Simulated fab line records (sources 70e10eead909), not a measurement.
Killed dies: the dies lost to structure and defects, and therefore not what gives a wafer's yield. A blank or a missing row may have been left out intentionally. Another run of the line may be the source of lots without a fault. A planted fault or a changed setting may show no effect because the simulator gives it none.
What tool caused it? | flow nand_harc | 14 lots with 42 wafers sampled at 5 steps, on a route of 1302 steps

## WHAT EACH GAUGE READ, for each wafer
NHARC_END_SORT_01. Usual: defect_limited_yield 90.6 % (standard deviation 2.8); killed_at_array 58 (standard deviation 20); killed_at_other 0.8 (standard deviation 1); killed_at_periphery 4.6 (standard deviation 2.8); killed_dies 63 (standard deviation 19); killed_open 3.4 (standard deviation 2); killed_short 2.4 (standard deviation 1.8).
lot  | measured     | on        | defect_limited_yield (%) | killed_at_array | killed_at_other | killed_at_periphery | killed_dies | killed_open | killed_short | flag
L554 | day 29 08:40 | prober-02 | 91.1 92.2 91.9           | 51 51 46        | 0 0 0           | 9 2 9               | 60 53 55    | 3 3 3       | 3 3 4        |
L562 | day 32 05:35 | prober-02 | 78.4 85.4 77.1           | 68 58 71        | 77 40 83        | 1 1 1               | 146 99 155  | 0 3 1       | 4 0 1        | OFF
L564 | day 33 09:34 | prober-02 | 83.8 83.3 89.4           | 61 40 38        | 40 69 28        | 9 4 6               | 110 113 72  | 5 1 4       | 4 0 6        | OFF

## WHAT TOOL EACH LOT RAN ON (gives the tool, then ch and the chambers of the sampled wafers, and finally the start)
lot  | NHARC_THIN_TSV_PRECLEAN_41          | NHARC_THIN_TSV_DEP_47           | NHARC_THIN_TSV_ETCHBACK_48         | NHARC_THIN_TSV_PVD_51
L544 | wet_bench-10 ch 4,5,6, day 24 12:19 | pecvd-01 ch 1,2, day 24 15:18   | rie_diel-12 ch 1,2,3, day 24 15:42 | pvd_sputter-03, no start
L543 | wet_bench-10 ch 0,1,2, day 24 13:29 | pecvd-04 ch 0,1,2, day 24 16:20 | rie_diel-12 ch 2,3, day 24 16:38   | pvd_sputter-01, no start
L546 | wet_bench-08 ch 2,4,6, day 24 16:25 | pecvd-03 ch 0,1,2, day 24 19:17 | rie_diel-05 ch 0,1, day 24 19:38   | pvd_sputter-01, no start
L545 | wet_bench-08 ch 1,4,5, day 24 17:37 | pecvd-03 ch 0,2, day 24 20:27   | rie_diel-12 ch 0,1,3, day 24 20:51 | pvd_sputter-03, no start
L548 | wet_bench-10 ch 1,3,4, day 25 05:47 | pecvd-04 ch 0,1,2, day 25 08:34 | rie_diel-03 ch 1,2,3, day 25 08:57 | pvd_sputter-03, no start
L547 | wet_bench-10 ch 0,3,6, day 25 06:59 | pecvd-01 ch 0,1,2, day 25 09:44 | rie_diel-03 ch 1,2, day 25 10:05   | pvd_sputter-03, no start
L550 | wet_bench-08 ch 1,2,4, day 27 02:49 | pecvd-01 ch 0,1,2, day 27 05:41 | rie_diel-03 ch 0,1,2, day 27 06:10 | pvd_sputter-02, no start
L552 | wet_bench-10 ch 2,3,6, day 27 14:54 | pecvd-03 ch 1,2, day 27 17:45   | rie_diel-05 ch 1,2,3, day 27 18:13 | pvd_sputter-01, no start
L553 | wet_bench-08 ch 0,5,6, day 28 14:48 | pecvd-04 ch 0,1,2, day 28 17:32 | rie_diel-03 ch 0,2, day 28 17:55   | pvd_sputter-01, no start
L554 | wet_bench-08 ch 0,4,7, day 28 17:14 | pecvd-03 ch 0,2, day 28 20:08   | rie_diel-05 ch 0,1, day 28 20:27   | pvd_sputter-02, day 29 08:40 or earlier
L558 | wet_bench-08 ch 5,6,7, day 30 04:47 | pecvd-03 ch 1,2, day 30 07:49   | rie_diel-03 ch 0,2,3, day 30 08:15 | pvd_sputter-01, no start
L557 | wet_bench-10 ch 1,3,4, day 30 13:14 | pecvd-03 ch 0,1,2, day 30 16:14 | rie_diel-12 ch 0,1,3, day 30 16:38 | pvd_sputter-02, no start
L562 | wet_bench-08 ch 1,2,6, day 31 12:26 | pecvd-04 ch 1,2, day 31 15:19   | rie_diel-12 ch 1,3, day 31 15:40   | pvd_sputter-03, day 32 05:35 or earlier
L564 | wet_bench-08 ch 3,5,6, day 32 15:07 | pecvd-03 ch 0,1,2, day 32 18:04 | rie_diel-03 ch 0,3, day 32 18:19   | pvd_sputter-02, day 33 09:34 or earlier
- NHARC_THIN_TSV_PRECLEAN_41: cleans in SC1.
- NHARC_THIN_TSV_DEP_47: deposits SiO2, target thk 200 nm.
- NHARC_THIN_TSV_ETCHBACK_48: etches the open film in C4F8/Ar, target depth 1028.5 nm, time 405.17 s.
- NHARC_THIN_TSV_PVD_51: deposits Cu, target thk 100 nm.

## AS READ BY THE TOOLS THEMSELVES (means over the sampled wafers that have a number; for cases with no such wafer, the mark the record gives instead)
NHARC_THIN_TSV_PRECLEAN_41. Usual: bath_guard_temp_C reads 50.0 C (standard deviation 0.48).
lot  | tool         | bath_guard_temp_C (C) | flag
L544 | wet_bench-10 | 49.9                  |
L543 | wet_bench-10 | 50.0                  |
L546 | wet_bench-08 | 49.8                  |
L545 | wet_bench-08 | 49.9                  |
L548 | wet_bench-10 | 50.3                  |
L547 | wet_bench-10 | 49.8                  |
L550 | wet_bench-08 | 49.9                  |
L552 | wet_bench-10 | 50.0                  |
L553 | wet_bench-08 | 50.0                  |
L554 | wet_bench-08 | 50.6                  |
L558 | wet_bench-08 | 49.6                  |
L557 | wet_bench-10 | 50.4                  |
L562 | wet_bench-08 | 49.5                  |
L564 | wet_bench-08 | 49.6                  |

NHARC_THIN_TSV_DEP_47. Usual: throttle_valve_pct reads 16.0 % (standard deviation 0.39).
lot  | tool     | throttle_valve_pct (%) | flag
L544 | pecvd-01 | 15.8                   |
L543 | pecvd-04 | 16.1                   |
L546 | pecvd-03 | 15.6                   |
L545 | pecvd-03 | 15.7                   |
L548 | pecvd-04 | 16.1                   |
L547 | pecvd-01 | 16.0                   |
L550 | pecvd-01 | 16.0                   |
L552 | pecvd-03 | 15.8                   |
L553 | pecvd-04 | 15.9                   |
L554 | pecvd-03 | 15.8                   |
L558 | pecvd-03 | 15.6                   |
L557 | pecvd-03 | 15.9                   |
L562 | pecvd-04 | 16.3                   |
L564 | pecvd-03 | 15.6                   |

NHARC_THIN_TSV_ETCHBACK_48. Usual: oes_product_au 0.95 a.u., standard deviation 0.033; rf_vpp_V 546 V, standard deviation 3.1.
lot  | tool        | oes_product_au (a.u.) | rf_vpp_V (V) | flag
L544 | rie_diel-12 | 0.93                  | 547          |
L543 | rie_diel-12 | 0.92                  | 544          |
L546 | rie_diel-05 | 0.94                  | 544          |
L545 | rie_diel-12 | 0.93                  | 545          |
L548 | rie_diel-03 | 0.93                  | 545          |
L547 | rie_diel-03 | 1.01                  | 548          |
L550 | rie_diel-03 | 0.95                  | 546          |
L552 | rie_diel-05 | 0.92                  | 546          |
L553 | rie_diel-03 | 1.01                  | 544          |
L554 | rie_diel-05 | 0.93                  | 545          |
L558 | rie_diel-03 | 0.93                  | 543          |
L557 | rie_diel-12 | 0.93                  | 545          |
L562 | rie_diel-12 | 0.99                  | 546          |
L564 | rie_diel-03 | 0.93                  | 543          |

NHARC_THIN_TSV_PVD_51. Usual: throttle_valve_pct reads 29.7 % (standard deviation 1.1).
lot  | tool           | throttle_valve_pct (%) | flag
L544 | pvd_sputter-03 | 29.4                   |
L543 | pvd_sputter-01 | 30.4                   |
L546 | pvd_sputter-01 | 30.5                   |
L545 | pvd_sputter-03 | 29.5                   |
L548 | pvd_sputter-03 | 28.8                   |
L547 | pvd_sputter-03 | 29.6                   |
L550 | pvd_sputter-02 | 29.5                   |
L552 | pvd_sputter-01 | 30.3                   |
L553 | pvd_sputter-01 | 30.3                   |
L554 | pvd_sputter-02 | 30.0                   |
L558 | pvd_sputter-01 | 29.5                   |
L557 | pvd_sputter-02 | 29.4                   |
L562 | pvd_sputter-03 | 29.5                   |
L564 | pvd_sputter-02 | 28.9                   |

## THE ANSWER, worked out from the rows above alone
Rule: lot off if the mean of its wafers having a number is beyond 3 standard deviations from the usual mean. Also off: a lot with no number at a reading for which 4 or more lots have one. All remaining lots with rows at the step are treated as sound. First the gauges in route order, then the tools' own readings, where a lot's mean is used as printed above. At the first step where some lot is off, the reading lying furthest off is the one used; lots without a number count as furthest.
Off, at NHARC_END_SORT_01 on killed_at_other: L562, L564. Neither off nor sound, because the step has no rows for them: L544, L543, L546, L545, L548, L547, L550, L552, L553, L558, L557.
If a tool, at a process step before that reading, ran all the lots that are off and no sound lot after the first of them, it fits. Gauges at NHARC_END_SORT_01: tried the same way as those tools. NHARC_THIN_TSV_PVD_51: start missing for some lots; hours and lot order therefore follow NHARC_END_SORT_01. Can't be told from this: 2 tools fit, wet_bench-08 at NHARC_THIN_TSV_PRECLEAN_41, prober-02 at NHARC_END_SORT_01.

## WHAT WAS PUT IN BY THE SIMULATOR
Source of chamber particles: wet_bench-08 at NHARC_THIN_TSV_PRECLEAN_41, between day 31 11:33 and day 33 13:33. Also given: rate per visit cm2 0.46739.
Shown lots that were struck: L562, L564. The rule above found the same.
